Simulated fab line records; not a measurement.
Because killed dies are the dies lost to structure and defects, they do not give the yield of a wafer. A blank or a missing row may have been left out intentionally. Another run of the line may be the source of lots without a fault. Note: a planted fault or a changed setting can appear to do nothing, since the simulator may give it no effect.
fab line records | flow n5_finfet
record: lots: 6 wafers: 18 last_day: 17
route steps=1938 shown DUMMY_GATE@236 BEOL_M4@1111 PASSIVATION@1936
lots with no fault: from the same line, run without faults
start_h: start of the lot's first displayed wafer, in hours after the record's first day | wait_h: how many hours have passed since the lot's step before this one | " unchanged from the row above | L1.1+2: several wafers, shown together as one row | - no value present, or no start provided | * or withheld: withheld | < > ~ a bound
route shown NAME@n: NAME is a module with steps in the file, n the number in the route of the first one | usual: average and standard deviation across the fault-free wafers | same: alike in all rows | chamber/n: place in a boat | sites: each site's reading | _std_site: standard deviation of those values | _edge_site: inner sites' mean taken away from outer sites' mean | radius_mm: how far each site lies from the wafer's centre | mask NAME#n: copy n | behind: the last tool/chamber to shape the wafer | hold: cause of the lot's hold/its duration in hours/its outcome | device: names the non-switching transistor (n, p or np) | end of line: tests of these same wafers at the route's end | for a step that has no rows: nothing shown but its recipe | killed: count of dies lost to structure and defects at first sort (not the wafer's yield) | map: shows each die of a wafer: x if killed, . if not, _ if none is there
set.NAME: the setting that was run; set.NAME@STEP: the one run at that earlier step | model.NAME: the simulator's own value behind a step, which no gauge read
certain route steps with their lots: each step a table, each wafer a row
services: the hour from which a tool's chamber was out of use, counted from the record's first day as start_h (under 0 if before that day), plus the number of hours and why
== steps ==
step: N5_DUMMY_GATE_ETCH_36
recipe: chemistry: CF4 target: SiARC target_depth_a: 130 pressure_mtorr: 40 source_w: 545 bias_w: 36 Ar_flow_sccm: 100 cf4_flow_sccm: 100 ion_energy_ev: 80
usual: cf4_flow_sccm: 100.0/0.31 drypump_motor_current_A: 5.9/0.45 oes_product_au: 0.79/0.1 rf_vpp_V: 184.4/1.1 showerhead_plenum_p_Torr: 2.16/0.06 throttle_valve_pct: 15.64/0.28
columns lot.wafer tool chamber start_h wait_h cf4_flow_sccm drypump_motor_current_A oes_product_au rf_hours_counter_h rf_vpp_V showerhead_plenum_p_Torr throttle_valve_pct
L843.3 rie_diel-03 1 51.37 0.0 99.8 5.7 0.79 133 183.7 2.08 15.93
L843.4 " 2 " " 100.1 6.6 0.67 224 184.0 2.20 15.82
L843.6 " 0 " " 100.2 6.2 0.70 - 184.1 2.09 15.41
L847.1 rie_diel-03 3 79.17 0.0 100.2 5.7 0.68 184 185.0 2.22 15.81
L847.4 " 2 " " 99.7 6.6 0.67 234 183.5 2.20 15.84
L847.5 " 3 " " 99.8 5.7 0.68 - 187.2 2.22 15.81
L849.1 rie_diel-02 0 89.62 0.0 99.6 6.3 0.69 184 185.5 2.23 15.50
L849.2 " 2 " " 100.4 6.1 0.69 224 183.2 2.12 15.99
L849.5 " 3 " " 100.2 5.2 0.90 - 183.4 2.10 15.35
L850.4 rie_diel-02 1 93.15 0.0 100.3 6.6 0.83 66 185.8 2.17 15.35
L850.5 " 1 " " 99.8 6.6 0.82 - 184.1 2.17 15.35
L850.6 " 0 " " 100.1 6.3 0.70 - 185.3 2.23 15.52
L863.3 rie_diel-02 3 173.37 0.0 99.8 5.2 0.85 48 184.3 2.10 15.41
L863.4 " 3 " " 100.1 5.3 0.85 - 184.3 2.10 15.43
L863.6 " 1 " " 100.6 6.6 0.81 - 185.1 2.16 15.40
L864.1 rie_diel-03 1 180.11 0.0 100.2 5.7 0.75 175 184.0 2.06 16.01
L864.3 " 2 " " 100.0 6.6 0.93 11 186.6 2.19 15.36
L864.5 " 2 " " 100.1 6.6 0.94 - 185.4 2.19 15.35
step: N5_DUMMY_GATE_ETCH_37
recipe: chemistry: N2/H2 target: SOC target_depth_a: 600 overetch_a: 300 temp_c: 40 ion_energy_ev: 200 pressure_mtorr: 30 source_w: 840 bias_w: 150 n2_flow_sccm: 200 h2_flow_sccm: 200
step: N5_DUMMY_GATE_STRIP_38
recipe: chemistry: N2/H2 temp_c: 40 n2_flow_sccm: 200 h2_flow_sccm: 200 rf_frequency_hz: 6e+07
step: N5_DUMMY_GATE_STRIP_39
recipe: chemistry: N2/H2 temp_c: 40 n2_flow_sccm: 200 h2_flow_sccm: 200 rf_frequency_hz: 6e+07
step: N5_DUMMY_GATE_TRIM_49
recipe: chemistry: O2 resist: SOC time_s: 29 target_cd_nm: 14 source_power_w: 300 bias_power_w: 0 O2_flow_sccm: 100 temp_c: 20
step: N5_DUMMY_GATE_STRIP_40
recipe: chemistry: CF4 resist: SiARC power_w: 300 bias_power_w: 75 pressure_mtorr: 50 cf4_flow_sccm: 150 rf_frequency_hz: 6e+07
usual: cf4_flow_sccm: 150.0/0.43 drypump_motor_current_A: 5.8/0.45 oes_product_au: 0.79/0.091 power_w: 299.8/0.87 rf_vpp_V: 271.5/1.5 showerhead_plenum_p_Torr: 1.82/0.046 throttle_valve_pct: 13.63/0.29
columns lot.wafer tool chamber start_h wait_h cf4_flow_sccm drypump_motor_current_A oes_product_au power_w rf_hours_counter_h rf_vpp_V showerhead_plenum_p_Torr throttle_valve_pct
L843.3 rie_diel-06 0 51.65 0.1 150.9 6.0 0.88 300.3 35 271.4 1.83 13.62
L843.4 " 0 " " 150.2 6.0 0.87 299.4 - 272.6 1.83 13.61
L843.6 " 2 " " 150.5 5.3 0.79 299.7 - 274.0 1.83 13.92
L847.1 rie_diel-06 2 79.46 0.1 149.9 5.4 0.77 299.6 130 271.6 1.83 13.97
L847.4 " 3 " " 149.6 5.4 0.95 299.8 4 272.3 1.89 13.15
L847.5 " 3 " " 149.8 5.4 0.95 300.4 - 272.2 1.89 13.16
L849.1 rie_diel-06 0 89.89 0.1 149.8 6.1 0.85 298.7 50 269.9 1.83 13.64
L849.2 " 2 " " 150.2 5.3 0.78 298.9 133 270.2 1.83 13.97
L849.5 " 3 " " 150.0 5.4 0.94 300.8 - 274.0 1.89 13.16
L850.4 rie_diel-02 2 93.38 0.1 150.7 6.1 0.70 300.5 226 269.4 1.78 13.98
L850.5 " 2 " " 150.6 6.1 0.71 301.2 - 270.3 1.78 13.94
L850.6 " 1 " " 149.4 6.6 0.82 300.5 - 271.1 1.83 13.34
L863.3 rie_diel-06 0 173.59 0.1 149.7 6.0 0.82 301.1 78 269.9 1.82 13.68
L863.4 " 2 " " 149.7 5.4 0.76 300.8 159 269.6 1.82 14.03
L863.6 " 2 " " 149.4 5.4 0.75 300.2 - 271.4 1.82 14.03
L864.1 rie_diel-02 1 180.52 0.3 149.8 6.6 0.80 300.1 93 270.7 1.82 13.43
L864.3 " 3 " " 149.8 5.3 0.84 300.6 52 269.5 1.76 13.38
L864.5 " 3 " " 149.8 5.2 0.83 300.8 - 271.4 1.76 13.39
step: N5_DUMMY_GATE_CD_MEAS_50
recipe: target_cd_nm: 14
usual: cd_nm: 14.0/0.46
columns lot.wafer tool chamber start_h wait_h cd_nm
L843.3 cd_sem-03 - 51.71 0.0 13.4
L843.4 " - " " 14.6
L843.6 " - " " 14.0
L847.1 cd_sem-01 - 79.51 0.0 14.0
L847.4 " - " " 14.1
L847.5 " - " " 14.3
L849.1 cd_sem-02 - 89.94 0.0 13.8
L849.2 " - " " 14.2
L849.5 " - " " 13.8
L850.4 cd_sem-01 - 93.44 0.0 13.9
L850.5 " - " " 14.0
L850.6 " - " " 14.2
L863.3 cd_sem-03 - 173.65 0.0 14.3
L863.4 " - " " 14.1
L863.6 " - " " 13.6
L864.1 cd_sem-02 - 180.57 0.0 13.1
L864.3 " - " " 13.9
L864.5 " - " " 13.9
step: N5_DUMMY_GATE_ETCH_31
recipe: chemistry: C4F6/O2 target: SiO2 mask_material: SOC target_depth_a: 825 time_s: 27.5 ion_energy_ev: 250 pressure_mtorr: 30 source_w: 345 bias_w: 185 Ar_flow_sccm: 300 C4F6_flow_sccm: 10 O2_flow_sccm: 10
usual: drypump_motor_current_A: 5.9/0.47 oes_o_777_au: 0.78/0.092 oes_product_au: 0.79/0.1 rf_vpp_V: 676/22 showerhead_plenum_p_Torr: 2.86/0.079 throttle_valve_pct: 21.13/0.26
columns lot.wafer tool chamber start_h wait_h drypump_motor_current_A oes_o_777_au oes_product_au rf_hours_counter_h rf_vpp_V showerhead_plenum_p_Torr throttle_valve_pct
L843.3 rie_diel-02 0 51.75 0.0 6.3 0.72 0.71 172 659 2.97 20.95
L843.4 " 1 " " 6.7 0.81 0.86 - 716 2.88 20.82
L843.6 " 3 " " 5.2 0.92 0.93 - 643 2.80 20.91
L847.1 rie_diel-06 3 79.56 0.0 5.4 0.89 0.96 4 684 3.03 20.92
L847.4 " 0 " " 6.1 0.91 0.87 47 656 2.91 21.38
L847.5 " 1 " " 5.5 0.71 0.70 - 673 2.80 21.22
L849.1 rie_diel-02 2 89.99 0.0 6.1 0.70 0.69 225 681 2.82 21.58
L849.2 " 3 " " 5.2 0.89 0.90 22 645 2.79 20.94
L849.5 " 1 " " 6.7 0.81 0.84 - 718 2.88 20.83
L850.4 rie_diel-02 2 93.52 0.1 6.2 0.71 0.70 226 682 2.82 21.57
L850.5 " 3 " " 5.3 0.88 0.90 - 644 2.79 20.92
L850.6 " 2 " " 6.1 0.70 0.70 - 681 2.82 21.58
L863.3 rie_diel-03 3 173.69 0.0 5.7 0.68 0.68 214 675 2.93 21.30
L863.4 " 0 " " 6.2 1.03 1.00 0 687 2.78 20.55
L863.6 " 0 " " 6.2 1.03 0.99 - 686 2.78 20.52
L864.1 rie_diel-02 1 180.65 0.1 6.6 0.78 0.81 93 718 2.86 20.85
L864.3 " 0 " " 6.3 0.69 0.68 212 658 2.95 21.01
L864.5 " 0 " " 6.3 0.69 0.68 - 659 2.95 21.01
step: N5_DUMMY_GATE_STRIP_41
recipe: chemistry: O2 power_w: 400 temp_c: 40 pressure_mtorr: 30 rf_frequency_hz: 6e+07 bias_power_w: 0 overash_fraction: 0.3 o2_flow_sccm: 225
usual: drypump_motor_current_A: 5.9/0.47 oes_product_au: 0.80/0.1 rf_vpp_V: 3.6/0.45 showerhead_plenum_p_Torr: 2.11/0.064 throttle_valve_pct: 16.66/0.26
columns lot.wafer tool chamber start_h wait_h drypump_motor_current_A oes_product_au rf_hours_counter_h rf_vpp_V showerhead_plenum_p_Torr throttle_valve_pct
L843.3 rie_diel-02 0 51.80 0.0 6.3 0.73 172 3.2 2.18 16.45
L843.4 " 1 " " 6.7 0.85 - 3.6 2.14 16.41
L843.6 " 3 " " 5.2 0.94 - 3.5 2.05 16.34
L847.1 rie_diel-06 3 79.61 0.0 5.4 1.00 4 4.3 2.25 16.40
L847.4 " 0 " " 6.0 0.87 47 3.8 2.15 16.87
L847.5 " 1 " " 5.5 0.70 - 2.6 2.06 16.77
L849.1 rie_diel-02 2 90.03 0.0 6.1 0.70 225 4.3 2.07 17.02
L849.2 " 3 " " 5.3 0.91 22 3.3 2.05 16.35
L849.5 " 1 " " 6.6 0.84 - 3.7 2.14 16.43
L850.4 rie_diel-02 2 93.56 0.0 6.1 0.70 226 2.9 2.07 17.02
L850.5 " 3 " " 5.2 0.90 - 3.7 2.05 16.36
L850.6 " 2 " " 6.2 0.70 - 3.2 2.07 17.03
L863.3 rie_diel-03 3 173.73 0.0 5.7 0.69 214 3.2 2.17 16.90
L863.4 " 0 " " 6.2 1.02 0 3.8 2.06 16.12
L863.6 " 0 " " 6.2 1.02 - 3.6 2.06 16.12
L864.1 rie_diel-02 1 180.70 0.0 6.6 0.81 93 3.9 2.12 16.48
L864.3 " 0 " " 6.2 0.69 212 3.3 2.17 16.55
L864.5 " 0 " " 6.3 0.70 - 3.2 2.17 16.53
step: N5_DUMMY_GATE_HM_OPEN_21
recipe: chemistry: CH3F/O2 target: SiNx target_depth_a: 1200 Ar_flow_sccm: 150 CH3F_flow_sccm: 30 O2_flow_sccm: 23 time_s: 171.4 pressure_mtorr: 30 source_w: 395 bias_w: 73 ion_energy_ev: 120.7
usual: drypump_motor_current_A: 5.9/0.47 oes_o_777_au: 0.78/0.096 oes_product_au: 0.79/0.1 rf_vpp_V: 304/9.7 showerhead_plenum_p_Torr: 2.03/0.059 throttle_valve_pct: 16.44/0.26
columns lot.wafer tool chamber start_h wait_h drypump_motor_current_A oes_o_777_au oes_product_au rf_hours_counter_h rf_vpp_V showerhead_plenum_p_Torr throttle_valve_pct
L843.3 rie_diel-02 0 51.84 0.0 6.3 0.72 0.71 172 297 2.11 16.27
L843.4 " 1 " " 6.7 0.82 0.85 - 323 2.05 16.14
L843.6 " 3 " " 5.2 0.92 0.94 - 289 1.98 16.18
L847.1 rie_diel-06 3 79.65 0.0 5.4 0.91 0.96 4 306 2.16 16.17
L847.4 " 0 " " 6.0 0.90 0.88 47 293 2.06 16.58
L847.5 " 1 " " 5.5 0.70 0.69 - 303 1.99 16.59
L849.1 rie_diel-02 2 90.07 0.0 6.1 0.70 0.69 225 307 2.00 16.84
L849.2 " 3 " " 5.2 0.89 0.90 22 290 1.98 16.19
L849.5 " 1 " " 6.6 0.81 0.83 - 321 2.04 16.15
L850.4 rie_diel-02 2 93.60 0.0 6.1 0.70 0.69 226 306 2.00 16.83
L850.5 " 3 " " 5.2 0.90 0.89 - 289 1.98 16.21
L850.6 " 2 " " 6.2 0.69 0.70 - 306 2.00 16.85
L863.3 rie_diel-03 3 173.77 0.0 5.7 0.67 0.67 214 303 2.08 16.69
L863.4 " 0 " " 6.2 1.00 1.00 0 310 1.97 15.89
L863.6 " 0 " " 6.2 1.00 1.00 - 309 1.97 15.86
L864.1 rie_diel-02 1 180.74 0.0 6.6 0.78 0.81 93 322 2.03 16.21
L864.3 " 0 " " 6.2 0.69 0.68 212 297 2.09 16.34
L864.5 " 0 " " 6.3 0.70 0.68 - 296 2.09 16.35
step: N5_DUMMY_GATE_ETCH_32
recipe: chemistry: CF4 target: SiO2 target_depth_a: 35 time_s: 3.9 ion_energy_ev: 350 pressure_mtorr: 10 icp_w: 800 bias_w: 400 cf4_flow_sccm: 80
step: N5_DUMMY_GATE_ETCH_23
recipe: chemistry: HBr/Cl2/O2 HBr_flow_sccm: 150 Cl2_flow_sccm: 80 O2_flow_sccm: 12 bias_w: 102 target_depth_a: 410 time_s: 22.3 target: poly-Si mask_material: SiO2 pressure_mtorr: 10 icp_w: 800
step: N5_DUMMY_GATE_ETCH_44
recipe: chemistry: HBr/O2 over_etch_frac: 0.7 target_depth_a: 1275 stop_on: SiO2 ion_energy_ev: 60 bias_w: 20 target: poly-Si mask_material: SiO2 pressure_mtorr: 20 icp_w: 400 HBr_flow_sccm: 120 O2_flow_sccm: 10
usual: drypump_motor_current_A: 5.8/0.39 oes_product_au: 0.729/0.016 throttle_valve_pct: 18.56/0.15
columns lot.wafer tool chamber start_h wait_h drypump_motor_current_A oes_product_au rf_hours_counter_h throttle_valve_pct model.SiO2_of_DUMMY_GATE_ALD_02.thk_nm
L843.3 rie_si-04 2 52.09 0.0 6.1 0.744 193 18.58 2
L843.4 " 3 " " 5.8 0.720 114 18.53 2
L843.6 " 1 " " 6.5 0.754 - 18.63 2
L847.1 rie_si-04 0 79.90 0.0 5.5 0.727 162 18.57 2
L847.4 " 0 " " 5.5 0.742 - 18.55 2
L847.5 " 2 " " 6.0 0.718 - 18.56 2
L849.1 rie_si-04 2 90.32 0.0 6.0 0.727 194 18.56 0
L849.2 " 3 " " 5.8 0.721 115 18.54 2
L849.5 " 2 " " 6.0 0.741 - 18.57 2
L850.4 rie_si-04 0 93.89 0.0 5.5 0.750 - 18.53 0
L850.5 " 3 " " 5.8 0.742 - 18.54 2
L850.6 " 2 " " 6.0 0.735 - 18.58 2
L863.3 rie_si-05 1 174.02 0.0 5.4 0.736 4 18.66 2
L863.4 " 0 " " 5.9 0.718 52 18.18 2
L863.6 " 2 " " 5.1 0.702 - 18.67 2
L864.1 rie_si-04 0 180.99 0.0 5.5 0.755 164 18.52 2
L864.3 " 3 " " 5.8 0.717 117 18.55 2
L864.5 " 3 " " 5.8 0.724 - 18.51 2
step: N5_DUMMY_GATE_CD_MEAS_24
recipe: target_cd_nm: 15
usual: cd_nm: 14.9/0.51
columns lot.wafer tool chamber start_h wait_h cd_nm
L843.3 cd_sem-02 - 52.20 0.1 14.2
L843.4 " - " " 15.6
L843.6 " - " " 15.6
L847.1 cd_sem-03 - 80.01 0.1 15.6
L847.4 " - " " 15.3
L847.5 " - " " 15.2
L849.1 cd_sem-02 - 90.43 0.1 14.2
L849.2 " - " " 15.2
L849.5 " - " " 14.8
L850.4 cd_sem-01 - 93.97 0.0 14.5
L850.5 " - " " 15.2
L850.6 " - " " 14.7
L863.3 cd_sem-02 - 174.14 0.1 15.4
L863.4 " - " " 14.9
L863.6 " - " " 14.3
L864.1 cd_sem-02 - 181.10 0.1 14.3
L864.3 " - " " 15.0
L864.5 " - " " 14.7
step: N5_BEOL_M4_RC_MEAS_101
usual: DIBL_N: 36.1/2 DIBL_P: 36.3/2.4 IOFF_N: 0.15/0.035 IOFF_P: 0.21/0.039 ION_N: 672/15 ION_P: 463/9.7 SS_N: 71.5/0.7 SS_P: 73.2/0.75 VT_N: 251/3.6 VT_P: -250/3.8
columns lot.wafer tool chamber start_h wait_h DIBL_N[mV/V] DIBL_P[mV/V] IOFF_N[nA/um] IOFF_P[nA/um] ION_N[uA/um] ION_P[uA/um] SS_N[mV/dec] SS_P[mV/dec] VT_N[mV] VT_P[mV]
L843.3 prober-02 0 174.31 0.3 39.6 41.2 0.22 0.26 684 458 72.4 74.3 246 -251
L843.4 " 0 " " 35.8 36.8 0.16 0.20 679 460 71.4 73.7 250 -252
L843.6 " 0 " " 38.1 39.2 0.19 0.23 681 458 72.1 73.5 247 -251
L847.1 prober-02 0 195.35 0.0 35.2 36.9 0.16 0.24 674 472 71.2 73.0 247 -245
L847.4 " 0 " " 36.0 36.6 0.16 0.23 685 475 71.6 72.9 250 -248
L847.5 " 0 " " 34.9 35.3 0.13 0.20 667 463 71.5 72.3 252 -247
L849.1 prober-01 0 214.21 0.5 38.7 39.9 0.23 0.27 688 466 72.4 73.9 244 -245
L849.2 " 0 " " 33.8 33.7 0.13 0.19 679 464 71.3 72.3 251 -248
L849.5 " 0 " " 34.5 35.1 0.15 0.20 671 459 71.5 73.7 248 -248
L850.4 prober-02 0 215.01 0.7 38.3 38.1 0.17 0.20 676 456 72.6 73.5 252 -254
L850.5 " 0 " " 34.7 34.8 0.11 0.16 654 455 71.4 73.0 255 -255
L850.6 " 0 " " 37.2 37.5 0.16 0.19 692 467 71.8 73.2 250 -254
L863.3 prober-01 0 307.08 0.3 35.9 34.8 0.16 0.19 665 456 71.4 73.5 248 -250
L863.4 " 0 " " 36.7 36.6 0.17 0.23 673 461 71.5 73.0 247 -249
L863.6 " 0 " " 39.8 40.9 0.26 0.30 695 473 73.1 75.1 241 -245
L864.1 prober-01 0 310.95 0.0 39.8 40.2 0.20 0.29 699 476 72.3 73.3 248 -243
L864.3 " 0 " " 38.9 37.7 0.18 0.23 682 461 72.0 73.3 248 -250
L864.5 " 0 " " 35.8 34.4 0.12 0.18 650 457 71.3 73.0 254 -248
step: N5_PASSIVATION_PROBE_49
usual: defect_limited_yield: 91.1/1.6 killed_at_M0_to_M3: 35/11 killed_at_M4_up: 13/5.4 killed_at_contacts: 13/6.5 killed_at_front_end: 40/14 killed_at_other: 4/3.1 killed_dies: 105/18 killed_open: 69/14 killed_short: 34/7.3 sort_bin_5_function: 5.2/0.96 sort_bin_6_memory: 3.4/0.77 sort_bin_8_speed: 0.02/0.13 sort_n_pass: 1075/19 sort_yield_pct: 91.1/1.6
same: gross_dies: 1180 killed_at_back_side: 0 sort_bin_4_leakage[%]: 0
columns lot.wafer tool chamber start_h wait_h defect_limited_yield[%] killed_at_M0_to_M3 killed_at_M4_up killed_at_contacts killed_at_front_end killed_at_other killed_dies killed_open killed_short sort_bin_5_function[%] sort_bin_6_memory[%] sort_bin_8_speed[%] sort_n_pass sort_yield_pct[%]
L843.3 prober-02 - 285.42 0.2 89.7 61 9 7 43 2 122 75 40 5.7 4.2 0 1058 89.7
L843.4 prober-02 - 285.47 0.3 90.2 49 12 8 44 3 116 62 49 6.1 3.3 0 1064 90.2
L843.6 prober-02 - 285.57 0.4 89.1 52 14 13 41 9 129 79 46 5.6 4.8 0 1051 89.1
L850.5 prober-02 - 313.71 0.2 90.5 35 6 14 51 6 112 68 32 4.7 3.6 0 1068 90.5
killed by level:class
L843.3 BEOL_M0_SAQP:geometric_particle:open=22 BEOL_M0_SAQP:geometric_particle:short=14 STI_FIN_REVEAL:geometric_particle:open=7 BEOL_M1:geometric_particle:open=7 BEOL_M1:geometric_particle:short=7 FIN_SAQP:geometric_particle:open=6 DUMMY_GATE:geometric_particle:open=6 MOL_CONTACT_COAG:geometric_particle:open=5
L843.4 BEOL_M0_SAQP:geometric_particle:short=16 BEOL_M0_SAQP:geometric_particle:open=12 FIN_SAQP:geometric_particle:open=8 GATE_CUT:geometric_particle:short=7 STI_FIN_REVEAL:geometric_particle:open=6 BEOL_M1:geometric_particle:open=5 BEOL_M2:geometric_particle:open=5 FIN_SAQP:geometric_particle:short=4
L843.6 BEOL_M0_SAQP:geometric_particle:short=12 BEOL_M1:geometric_particle:open=11 MOL_CONTACT_COAG:geometric_particle:open=10 BEOL_M0_SAQP:geometric_particle:open=10 STI_FIN_REVEAL:geometric_particle:open=8 GATE_CUT:geometric_particle:short=6 BEOL_M2:geometric_particle:open=6 FIN_SAQP:geometric_particle:open=5
L850.5 FIN_SAQP:geometric_particle:open=12 HKMG_FIN:area_etch=11 MOL_CONTACT_COAG:geometric_particle:open=9 BEOL_M1:geometric_particle:open=9 BEOL_M3:geometric_particle:open=8 STI_FIN_REVEAL:geometric_particle:open=7 FIN_SAQP:geometric_particle:short=6 MOL_CONTACT_COAG:geometric_particle:short=5
== services ==
columns tool chamber start_h hours kind
rie_si-04 2 32.75 1.8 repair
rie_diel-06 1 37.09 11.4 repair
rie_diel-03 1 38.14 5.2 repair
rie_diel-06 - 39.86 0.6 repair
rie_diel-03 - 41.84 0.5 repair
rie_diel-02 2 45.01 8.6 repair
rie_diel-06 3 48.74 - clean
rie_diel-06 3 48.74 - consumable_replace:focus_ring
rie_diel-06 3 48.74 - consumable_replace:showerhead
rie_diel-06 3 48.74 20.5 scheduled_down
rie_diel-06 3 48.74 20.5 vent_cycle
rie_diel-06 1 63.75 8.0 repair
rie_si-04 1 78.23 16.9 repair
rie_si-04 - 81.21 2.8 pm
rie_diel-03 3 88.50 7.6 repair
rie_diel-06 1 129.08 - clean
rie_diel-06 1 129.08 - consumable_replace:focus_ring
rie_diel-06 1 129.08 22.8 scheduled_down
rie_diel-06 1 129.08 22.8 vent_cycle
rie_diel-02 - 142.37 0.3 repair
rie_diel-02 2 172.46 - clean
rie_diel-02 2 172.46 - consumable_replace:focus_ring
rie_diel-02 2 172.46 20.7 scheduled_down
rie_diel-02 2 172.46 20.7 vent_cycle
== key ==
first_sign none at tools or gauges
model_effect: step: N5_DUMMY_GATE_ETCH_44 value: SiO2_of_DUMMY_GATE_ALD_02.thk_nm without: 2 struck: 0
met_at N5_DUMMY_GATE_ETCH_44
struck_wafers L849.1,L850.4
baseline_loss: step: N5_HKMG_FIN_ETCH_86 wafers: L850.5
onset_between 79.90 90.32
fault: kind: process_parameter_drift tool: rie_si-04 chamber: - onset_h: 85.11 steps: N5_DUMMY_GATE_ETCH_44 channel: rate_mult offset: 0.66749 shape: step end_h: 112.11 scope: struck_wafers_only
baseline_loss: these wafers lose ten dies or more at that step, a loss of the line's own and not of a fault; the sort's usual values leave them out
